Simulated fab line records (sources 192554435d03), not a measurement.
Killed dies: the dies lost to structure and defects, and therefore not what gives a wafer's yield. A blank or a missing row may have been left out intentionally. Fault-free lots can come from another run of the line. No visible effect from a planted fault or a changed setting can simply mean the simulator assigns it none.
Which of the tools did it? / flow n5 finfet / 11 lots with 33 wafers sampled at 4 steps, on a route of 1938 steps

== WHAT EACH GAUGE READ, for each wafer ==
No reading from a measuring or inspecting step in the record can be judged against a usual standard deviation.

== TOOL THAT RAN EACH LOT (tool first, then ch and the chambers of the sampled wafers, then the start) ==
lot=L227; N5_BEOL_M6_TRENCH_ETCH_37=rie diel-04 ch 1,2,3, day 10 03:29 or earlier; N5_BEOL_M6_STRIP_80=rie diel-04 ch 1,2,3, day 10 03:29 or earlier; N5_BEOL_M7_CURE_74=uv cure-02 ch 0, day 10 03:29; N5_BEOL_M7_COAT_05=litho track-04 ch 0, day 10 05:04
lot=L226; N5_BEOL_M6_TRENCH_ETCH_37=rie diel-02 ch 0,3, day 10 07:43 or earlier; N5_BEOL_M6_STRIP_80=rie diel-02 ch 0,3, day 10 07:43 or earlier; N5_BEOL_M7_CURE_74=uv cure-03 ch 2, day 10 07:43; N5_BEOL_M7_COAT_05=litho track-01 ch 0, day 10 09:18
lot=L229; N5_BEOL_M6_TRENCH_ETCH_37=rie diel-06 ch 0,1,2, day 10 11:32 or earlier; N5_BEOL_M6_STRIP_80=rie diel-06 ch 0,1,2, day 10 11:32 or earlier; N5_BEOL_M7_CURE_74=uv cure-02 ch 1, day 10 11:32; N5_BEOL_M7_COAT_05=litho track-04 ch 0, day 10 13:26
lot=L230; N5_BEOL_M6_TRENCH_ETCH_37=rie diel-06 ch 1,2,3, day 10 15:07 or earlier; N5_BEOL_M6_STRIP_80=rie diel-06 ch 1,2,3, day 10 15:07 or earlier; N5_BEOL_M7_CURE_74=uv cure-02 ch 2, day 10 15:07; N5_BEOL_M7_COAT_05=litho track-01 ch 0, day 10 17:16
lot=L231; N5_BEOL_M6_TRENCH_ETCH_37=rie diel-02 ch 0,1,2, day 10 17:56 or earlier; N5_BEOL_M6_STRIP_80=rie diel-02 ch 0,1,2, day 10 17:56 or earlier; N5_BEOL_M7_CURE_74=uv cure-03 ch 1, day 10 17:56; N5_BEOL_M7_COAT_05=litho track-01 ch 0, day 10 20:21
lot=L239; N5_BEOL_M6_TRENCH_ETCH_37=rie diel-06 ch 0,1,2, day 12 23:18 or earlier; N5_BEOL_M6_STRIP_80=rie diel-06 ch 0,1,2, day 12 23:18 or earlier; N5_BEOL_M7_CURE_74=uv cure-02 ch 0, day 12 23:18; N5_BEOL_M7_COAT_05=litho track-04 ch 0, day 13 00:16
lot=L241; N5_BEOL_M6_TRENCH_ETCH_37=rie diel-04 ch 0,1,3, day 13 15:05 or earlier; N5_BEOL_M6_STRIP_80=rie diel-04 ch 0,1,3, day 13 15:05 or earlier; N5_BEOL_M7_CURE_74=uv cure-03 ch 0, day 13 15:05; N5_BEOL_M7_COAT_05=litho track-04 ch 0, day 13 17:30
lot=L242; N5_BEOL_M6_TRENCH_ETCH_37=rie diel-04 ch 0,1,3, day 13 21:51 or earlier; N5_BEOL_M6_STRIP_80=rie diel-04 ch 0,1,3, day 13 21:51 or earlier; N5_BEOL_M7_CURE_74=uv cure-03 ch 0, day 13 21:51; N5_BEOL_M7_COAT_05=litho track-02 ch 0, day 13 22:38
lot=L243; N5_BEOL_M6_TRENCH_ETCH_37=rie diel-04 ch 1,2,3, day 13 22:59 or earlier; N5_BEOL_M6_STRIP_80=rie diel-04 ch 1,2,3, day 13 22:59 or earlier; N5_BEOL_M7_CURE_74=uv cure-03 ch 1, day 13 22:59; N5_BEOL_M7_COAT_05=litho track-02 ch 0, day 14 00:47
lot=L244; N5_BEOL_M6_TRENCH_ETCH_37=rie diel-04 ch 1,2,3, day 14 09:20 or earlier; N5_BEOL_M6_STRIP_80=rie diel-04 ch 1,2,3, day 14 09:20 or earlier; N5_BEOL_M7_CURE_74=uv cure-02 ch 1, day 14 09:20; N5_BEOL_M7_COAT_05=litho track-01 ch 0, day 14 12:11
lot=L245; N5_BEOL_M6_TRENCH_ETCH_37=rie diel-06 ch 2,3, day 14 14:38 or earlier; N5_BEOL_M6_STRIP_80=rie diel-06 ch 2,3, day 14 14:38 or earlier; N5_BEOL_M7_CURE_74=uv cure-01 ch 1, day 14 14:38; N5_BEOL_M7_COAT_05=litho track-01 ch 0, day 14 16:34
- N5_BEOL_M6_TRENCH_ETCH_37: etches SiCOH lowk in C4F6/O2, target depth 94.435 nm, time 31.5 s.
- N5_BEOL_M6_STRIP_80: strips in N2/H2, time 10 s.
- N5_BEOL_M7_CURE_74: cures SiCOH lowk, time 240 s.
- N5_BEOL_M7_COAT_05: resist thk 90 nm.

== AS READ BY THE TOOLS THEMSELVES (means over the sampled wafers that have a number; for cases with no such wafer, the mark the record gives instead) ==
N5_BEOL_M6_TRENCH_ETCH_37. Usual: drypump motor current A 5.9 A, standard deviation 0.56; oes product au 0.80 a.u., standard deviation 0.079; rf vpp V 668 V, standard deviation 5.7; showerhead plenum p Torr 2.82 Torr, standard deviation 0.083; throttle valve pct 20.91 %, standard deviation 0.24.
lot=L227; tool=rie diel-04; drypump motor current A (A)=6.0; oes product au (a.u.)=0.85; rf vpp V (V)=671; showerhead plenum p Torr (Torr)=2.85; throttle valve pct (%)=20.86; flag=
lot=L226; tool=rie diel-02; drypump motor current A (A)=5.1; oes product au (a.u.)=0.73; rf vpp V (V)=659; showerhead plenum p Torr (Torr)=2.79; throttle valve pct (%)=21.08; flag=
lot=L229; tool=rie diel-06; drypump motor current A (A)=6.1; oes product au (a.u.)=0.74; rf vpp V (V)=670; showerhead plenum p Torr (Torr)=2.80; throttle valve pct (%)=20.88; flag=
lot=L230; tool=rie diel-06; drypump motor current A (A)=5.5; oes product au (a.u.)=0.74; rf vpp V (V)=673; showerhead plenum p Torr (Torr)=2.85; throttle valve pct (%)=21.03; flag=
lot=L231; tool=rie diel-02; drypump motor current A (A)=5.8; oes product au (a.u.)=0.80; rf vpp V (V)=666; showerhead plenum p Torr (Torr)=2.85; throttle valve pct (%)=20.89; flag=
lot=L239; tool=rie diel-06; drypump motor current A (A)=6.1; oes product au (a.u.)=0.72; rf vpp V (V)=671; showerhead plenum p Torr (Torr)=2.79; throttle valve pct (%)=20.91; flag=
lot=L241; tool=rie diel-04; drypump motor current A (A)=6.1; oes product au (a.u.)=0.85; rf vpp V (V)=667; showerhead plenum p Torr (Torr)=2.85; throttle valve pct (%)=20.85; flag=
lot=L242; tool=rie diel-04; drypump motor current A (A)=6.2; oes product au (a.u.)=0.85; rf vpp V (V)=667; showerhead plenum p Torr (Torr)=2.85; throttle valve pct (%)=20.85; flag=
lot=L243; tool=rie diel-04; drypump motor current A (A)=5.9; oes product au (a.u.)=0.81; rf vpp V (V)=671; showerhead plenum p Torr (Torr)=2.83; throttle valve pct (%)=20.92; flag=
lot=L244; tool=rie diel-04; drypump motor current A (A)=6.0; oes product au (a.u.)=0.81; rf vpp V (V)=670; showerhead plenum p Torr (Torr)=2.83; throttle valve pct (%)=20.92; flag=
lot=L245; tool=rie diel-06; drypump motor current A (A)=5.6; oes product au (a.u.)=0.71; rf vpp V (V)=672; showerhead plenum p Torr (Torr)=2.75; throttle valve pct (%)=20.90; flag=

N5_BEOL_M6_STRIP_80. Usual: bias power w 6.999 W, standard deviation 0.021; drypump motor current A 5.9 A, standard deviation 0.56; oes product au 0.80 a.u., standard deviation 0.078; rf vpp V 59.1 V, standard deviation 0.82; showerhead plenum p Torr 2.52 Torr, standard deviation 0.079; throttle valve pct 23.7 %, standard deviation 0.33.
lot=L227; tool=rie diel-04; bias power w (W)=7.005; drypump motor current A (A)=5.9; oes product au (a.u.)=0.85; rf vpp V (V)=59.6; showerhead plenum p Torr (Torr)=2.54; throttle valve pct (%)=23.7; flag=
lot=L226; tool=rie diel-02; bias power w (W)=7.004; drypump motor current A (A)=5.2; oes product au (a.u.)=0.73; rf vpp V (V)=59.0; showerhead plenum p Torr (Torr)=2.50; throttle valve pct (%)=24.1; flag=
lot=L229; tool=rie diel-06; bias power w (W)=7.011; drypump motor current A (A)=6.1; oes product au (a.u.)=0.74; rf vpp V (V)=58.7; showerhead plenum p Torr (Torr)=2.50; throttle valve pct (%)=23.6; flag=
lot=L230; tool=rie diel-06; bias power w (W)=6.985; drypump motor current A (A)=5.5; oes product au (a.u.)=0.75; rf vpp V (V)=58.9; showerhead plenum p Torr (Torr)=2.54; throttle valve pct (%)=23.9; flag=
lot=L231; tool=rie diel-02; bias power w (W)=7.000; drypump motor current A (A)=5.8; oes product au (a.u.)=0.79; rf vpp V (V)=59.6; showerhead plenum p Torr (Torr)=2.55; throttle valve pct (%)=23.8; flag=
lot=L239; tool=rie diel-06; bias power w (W)=7.010; drypump motor current A (A)=6.1; oes product au (a.u.)=0.71; rf vpp V (V)=58.8; showerhead plenum p Torr (Torr)=2.50; throttle valve pct (%)=23.6; flag=
lot=L241; tool=rie diel-04; bias power w (W)=6.982; drypump motor current A (A)=6.1; oes product au (a.u.)=0.85; rf vpp V (V)=59.3; showerhead plenum p Torr (Torr)=2.54; throttle valve pct (%)=23.5; flag=
lot=L242; tool=rie diel-04; bias power w (W)=7.010; drypump motor current A (A)=6.2; oes product au (a.u.)=0.84; rf vpp V (V)=58.8; showerhead plenum p Torr (Torr)=2.54; throttle valve pct (%)=23.5; flag=
lot=L243; tool=rie diel-04; bias power w (W)=7.021; drypump motor current A (A)=6.0; oes product au (a.u.)=0.81; rf vpp V (V)=59.0; showerhead plenum p Torr (Torr)=2.53; throttle valve pct (%)=23.7; flag=
lot=L244; tool=rie diel-04; bias power w (W)=6.993; drypump motor current A (A)=5.9; oes product au (a.u.)=0.81; rf vpp V (V)=59.0; showerhead plenum p Torr (Torr)=2.53; throttle valve pct (%)=23.7; flag=
lot=L245; tool=rie diel-06; bias power w (W)=7.010; drypump motor current A (A)=5.6; oes product au (a.u.)=0.71; rf vpp V (V)=59.0; showerhead plenum p Torr (Torr)=2.46; throttle valve pct (%)=23.6; flag=

N5_BEOL_M7_CURE_74. Usual: lamp power pct 52.31 %, standard deviation 0.055; wafer_temp_C_max 386.9, standard deviation 0.55.
lot=L227; tool=uv cure-02; lamp power pct (%)=52.33; wafer_temp_C_max=386.5; flag=
lot=L226; tool=uv cure-03; lamp power pct (%)=52.31; wafer_temp_C_max=386.7; flag=
lot=L229; tool=uv cure-02; lamp power pct (%)=52.36; wafer_temp_C_max=387.2; flag=
lot=L230; tool=uv cure-02; lamp power pct (%)=52.28; wafer_temp_C_max=387.0; flag=
lot=L231; tool=uv cure-03; lamp power pct (%)=52.29; wafer_temp_C_max=386.3; flag=
lot=L239; tool=uv cure-02; lamp power pct (%)=52.31; wafer_temp_C_max=386.8; flag=
lot=L241; tool=uv cure-03; lamp power pct (%)=52.31; wafer_temp_C_max=387.1; flag=
lot=L242; tool=uv cure-03; lamp power pct (%)=52.24; wafer_temp_C_max=386.6; flag=
lot=L243; tool=uv cure-03; lamp power pct (%)=52.35; wafer_temp_C_max=386.2; flag=
lot=L244; tool=uv cure-02; lamp power pct (%)=52.30; wafer_temp_C_max=387.2; flag=
lot=L245; tool=uv cure-01; lamp power pct (%)=52.33; wafer_temp_C_max=387.2; flag=

N5_BEOL_M7_COAT_05. Usual: 1500.1 rpm for spin speed rpm, sd 0.9.
lot=L227; tool=litho track-04; spin speed rpm (rpm)=1500.5; flag=
lot=L226; tool=litho track-01; spin speed rpm (rpm)=1501.3; flag=
lot=L229; tool=litho track-04; spin speed rpm (rpm)=1499.7; flag=
lot=L230; tool=litho track-01; spin speed rpm (rpm)=1554.7; flag=OFF
lot=L231; tool=litho track-01; spin speed rpm (rpm)=1555.8; flag=OFF
lot=L239; tool=litho track-04; spin speed rpm (rpm)=1499.9; flag=
lot=L241; tool=litho track-04; spin speed rpm (rpm)=1500.1; flag=
lot=L242; tool=litho track-02; spin speed rpm (rpm)=1501.2; flag=
lot=L243; tool=litho track-02; spin speed rpm (rpm)=1500.4; flag=
lot=L244; tool=litho track-01; spin speed rpm (rpm)=1500.4; flag=
lot=L245; tool=litho track-01; spin speed rpm (rpm)=1499.4; flag=

== THE ANSWER, worked out from the rows above alone ==
Rule: take the mean of a lot's wafers that have a number; if it is more than 3 standard deviations from the usual mean, the lot is off. Also off: a lot with no number at a reading for which 4 or more lots have one. The other lots that the step has rows for count as sound. First the gauges in route order, then the tools' own readings, where a lot's mean is used as printed above. The first step at which some lot is off is used, and at that step the reading that is off furthest; a lot without a number counts as furthest.
Off, at N5_BEOL_M7_COAT_05 on spin speed rpm: L230, L231.
A tool fits if, at that step or a process step before it, it ran every lot that is off, and no sound lot after the first of them. With no start given for some of its lots, N5_BEOL_M6_TRENCH_ETCH_37 uses the hours and lot order of N5_BEOL_M7_CURE_74. With no start given for some of its lots, N5_BEOL_M6_STRIP_80 uses the hours and lot order of N5_BEOL_M7_CURE_74. None of those tried fits.

== WHAT THE SIMULATOR HAD INSERTED ==
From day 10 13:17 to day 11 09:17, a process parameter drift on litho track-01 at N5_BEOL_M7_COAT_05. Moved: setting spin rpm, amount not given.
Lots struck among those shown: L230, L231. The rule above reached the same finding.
